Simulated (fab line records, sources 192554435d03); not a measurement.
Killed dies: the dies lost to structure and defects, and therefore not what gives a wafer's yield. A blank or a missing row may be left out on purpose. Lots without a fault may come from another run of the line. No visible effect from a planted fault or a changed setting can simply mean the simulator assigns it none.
Comparing a struck lot with a sound one / flow n5_finfet / 39 steps out of a route of 1938
Sound: wafers L168.2, L168.4, L168.6. Struck: wafers L162.2, L162.3. (L162.4 of the same lot was not struck and is left out.) The cause comes at the end.
Each step with rows lists, per side, the tool, then ch with its chambers, then its first start. Under that, the readings that differ: sound wafers / struck wafers / difference of the means / sigmas: that difference in standard deviations of wafers without a fault.
alike: same words and numbers on both sides, and readings whose means sit less than 2 such deviations apart. not compared: any withheld reading, any reading some wafer has no value for, any bound like >300 that may hide the same value, and any number with overlapping values for which the record gives no deviation.
The two part at a step that has a row with sigmas, a row that says differs or no value, or rows on one side only. Numbers that don't overlap but have no deviation are shown without sigmas and don't part them. A reading that every wafer of one side lacks parts them only if that side has two wafers or more.

first, 11 steps without rows for these wafers: N5_BEOL_M3_STRIP_65 (strips in N2/H2); N5_BEOL_M3_STRIP_75 (strips in N2/H2); N5_BEOL_M3_STRIP_66 (strips in CF4); N5_BEOL_M3_HM_OPEN_17 (chemistry Cl2/BCl3, target TiN, target depth 20 nm, overetch 6 nm); N5_BEOL_M3_STRIP_19 (strips in O2); N5_BEOL_M3_COAT_67 (time 60 s, resist thk 60 nm); N5_BEOL_M3_COAT_68 (time 60 s, resist thk 12 nm); N5_BEOL_M3_COAT_76 (time 60 s, resist thk 5 nm); N5_BEOL_M3_COAT_22 (resist thk 30 nm); N5_BEOL_M3_EBR_24; N5_BEOL_M3_SOFTBAKE_23 (time 60 s).
N5_BEOL_M3_EXPOSE_25: exposes mask V2, defocus 5 nm.
  sound on euv_scanner-01 ch 0, day 11 19:23; struck on euv_scanner-02 ch 0, day 10 19:59
  alike: mask
then, 2 steps without rows for these wafers: N5_BEOL_M3_PEB_26 (peb time 60 s); N5_BEOL_M3_DEVELOP_27 (develop time 30 s).
N5_BEOL_M3_CD_MEAS_28: target cd 25.7 nm, target cd y 23.3 nm.
  sound on cd_sem-01 ch 0, day 11 19:31; struck on cd_sem-02 ch 0, day 10 20:08
reading=cd_nm (nm); sound=25.67 25.57 25.65; struck=5.82 6.11; difference=-19.66; sigmas=-85
then, 22 steps without rows for these wafers: N5_BEOL_M3_DESCUM_33 (chemistry O2, time 7 s); N5_BEOL_M3_ETCH_77 (etches underlayer in N2/H2, target depth 6.5 nm, time 5.2 s); N5_BEOL_M3_ETCH_69 (etches SiARC in CF4, target depth 15.6 nm, time 26 s); N5_BEOL_M3_ALD_98 (deposits SiO2, target thk 2.5 nm, pulse time 1 s, co reactant pulse time 1 s); N5_BEOL_M3_ETCHBACK_99 (etches SiO2 in CHF3, target depth 5 nm, time 10.4 s); N5_BEOL_M3_ETCH_70 (etches SOC in N2/H2, target depth 80 nm, overetch 16 nm, time 120 s); N5_BEOL_M3_STRIP_71 (strips in N2/H2); N5_BEOL_M3_STRIP_78 (strips in N2/H2); N5_BEOL_M3_VIA_ETCH_34 (etches the open film in C4F6/O2, target depth 69.4 nm, time 65.9 s); N5_BEOL_M3_STRIP_83 (strips in C4F6/O2); N5_BEOL_M3_STRIP_36 (strips in N2/H2); N5_BEOL_M3_TRENCH_ETCH_37 (etches SiOC in C4F6/O2, target depth 55.555 nm, time 29.2 s); N5_BEOL_M3_ETCH_41 (etches SiCN in CH3F/O2, target depth 29.9 nm, time 52.5 s); N5_BEOL_M3_STRIP_97 (strips in N2/H2, time 10 s); N5_BEOL_M3_HM_STRIP_39 (strips TiN in peroxide tin strip, target depth 25 nm, time 158 s); N5_BEOL_M3_SRD_40 (time 30 s); N5_BEOL_M3_PRECLEAN_42 (cleans in residue remover, time 60 s); N5_BEOL_M3_SRD_43 (time 30 s); N5_BEOL_M3_DEGAS_44 (time 60 s); N5_BEOL_M3_PRE_CLEAN_45 (time 30 s); N5_BEOL_M3_ALD_84 (deposits TaN, pulse time 2 s, purge time 3 s, co reactant purge time 2 s); N5_BEOL_M3_SURFACE_TREAT_85.
N5_BEOL_M4_RC_MEAS_101:
  the record has rows for the sound wafers here (prober-01 ch 0, day 13 14:06) and none for the struck ones
-- the record jumps here: 5 days lie between the struck wafers' starts before and after (it left off in module BEOL_M4 and takes up again in module PASSIVATION, whose first step shown is number 1936 of the route) --
N5_PASSIVATION_PROBE_49:
  record: rows for the struck wafers here (prober-02, day 15 17:25), none for the sound ones

WHERE THEY PART
First at N5_BEOL_M3_CD_MEAS_28; last, within this record, at N5_PASSIVATION_PROBE_49.

WHY: whatever the simulator had introduced
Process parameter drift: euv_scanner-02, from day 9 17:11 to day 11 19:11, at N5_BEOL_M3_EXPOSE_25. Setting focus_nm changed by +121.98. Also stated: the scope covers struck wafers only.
